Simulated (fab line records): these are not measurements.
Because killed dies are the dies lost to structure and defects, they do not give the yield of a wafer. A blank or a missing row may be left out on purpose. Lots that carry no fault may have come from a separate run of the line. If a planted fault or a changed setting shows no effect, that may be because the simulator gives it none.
Code-filled problem report in 8D (eight disciplines) form | flow nandHarc | the parts of the form that need people (team, actions taken, sign-off) are left out

== 1. WHAT IS WRONG ==
Wafers with no fault read 14.8 s with a standard deviation of 2.4, whereas timeToEndpointS at NHARC_A_CHANNEL_FILL_D2_CMP_10 reads a mean of 2.9 s on 1 wafer of 1 lot. Measured from the usual mean, that is -5.0 standard deviations.
The step: polishes, target thk 150 nm.
First seen on wafer L140.6, day 18 09:06, on cmp-02. The record has a number at this step for 15 wafers belonging to 5 lots. The rule behind "out" and "out of limits": a value lying over 4 standard deviations away from the usual mean. Any other wafer with a number is counted as sound.

== 2. WHAT THIS IS AND IS NOT ==
question                    | is                | is not
which readings at this step | timeToEndpointS   | motorCurrentA
which lots                  | L140              | L141, L158, L159, L160
which wafers of those lots  | L140.6            | L140.4, L140.5
read on which tools         | cmp-02            | cmp-04
when                        | from day 18 09:06 | up to then (5 sound wafers); but 9 sound wafers of L158, L159, L160 came after

== 3. SUSPECTS, AND WHAT RULES EACH OUT ==
Counting: if a tool at a process step up to the reading ran every lot that is out, it stays a suspect. Sound lots after the first of them don't rule it out here, since some wafers of a struck lot are sound.
- rieDiel-10 at NHARC_A_CHANNEL_FILL_D2_STRIP_28 (strips in O2, time 20 s): kept. It ran the lot that is out, L140 (day 17 09:31); its last sound lot up to then is L141 (day 15 12:08).
- aldHk-02 at NHARC_A_CHANNEL_FILL_D2_ALD_25 (deposits SiOx, target thk 60 nm, pulse time 10 s, ald cycles 600): kept. It ran the lot that is out, L140 (day 17 21:46).
- rieDiel-08 at NHARC_A_CHANNEL_FILL_D2_ETCHBACK_08 (etches the open film in C4F8, target depth 220 nm, time 110 s): kept. It ran the lot that is out, L140 (day 18 09:06); its last sound lot up to then is L141 (day 16 11:25). NHARC_A_CHANNEL_FILL_D2_ETCHBACK_08: start missing for some lots; hours and lot order therefore follow NHARC_A_CHANNEL_FILL_D2_CMP_10.
- rieDiel-08 at NHARC_A_CHANNEL_FILL_D2_STRIP_29 (strips in O2, time 20 s): kept. It ran the lot that is out, L140 (day 18 09:06); its last sound lot up to then is L141 (day 16 11:25). NHARC_A_CHANNEL_FILL_D2_STRIP_29: start missing for some lots; hours and lot order therefore follow NHARC_A_CHANNEL_FILL_D2_CMP_10.
- cmp-02 at NHARC_A_CHANNEL_FILL_D2_CMP_10 (polishes, target thk 150 nm): kept. It ran the lot that is out, L140 (day 18 09:06); its last sound lot up to then is L141 (day 16 11:25). Its own timeToEndpointS readings are out on those wafers.
- rieDiel-08, NHARC_A_CHANNEL_FILL_D2_ETCHBACK_08: wafers that are out in chamber 1, sound lot-mates in chambers 0, 3.
- rieDiel-08, NHARC_A_CHANNEL_FILL_D2_STRIP_29: wafers that are out in chamber 3, sound lot-mates in chambers 0, 1.
Left after counting: rieDiel-10 at NHARC_A_CHANNEL_FILL_D2_STRIP_28, aldHk-02 at NHARC_A_CHANNEL_FILL_D2_ALD_25, rieDiel-08 at NHARC_A_CHANNEL_FILL_D2_ETCHBACK_08, rieDiel-08 at NHARC_A_CHANNEL_FILL_D2_STRIP_29, cmp-02 at NHARC_A_CHANNEL_FILL_D2_CMP_10.

== 4. THE CAUSE (what the simulator had put in) ==
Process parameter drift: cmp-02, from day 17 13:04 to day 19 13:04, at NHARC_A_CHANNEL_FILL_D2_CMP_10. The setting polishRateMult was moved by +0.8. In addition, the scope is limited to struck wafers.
Counting leaves 5 suspects; this tool is one of them.

== 5. THE EFFECT CHAIN, in route order ==
Each row: a reading where the mean over the struck wafers with a number is more than 3 standard deviations away from the usual. Only readings for which the record gives a usual standard deviation are gone through. hours: the time from each lot's start at the first step in this table that gives one to its start at this step, as a median over the lots. sigmas: the change in usual standard deviations.
hours | step                           | reading         | usual  | on struck wafers | change | sigmas
0     | NHARC_A_CHANNEL_FILL_D2_CMP_10 | timeToEndpointS | 14.8 s | 2.9              | -11.9  | -5.0
It contains these process steps:
- NHARC_A_CHANNEL_FILL_D2_CMP_10: polishes, target thk 150 nm.

== 6. HOW IT WOULD HAVE BEEN CAUGHT EARLIER ==
First out-of-limits reading in this record: day 18 09:06, which is 20 hours after fault onset at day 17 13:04.
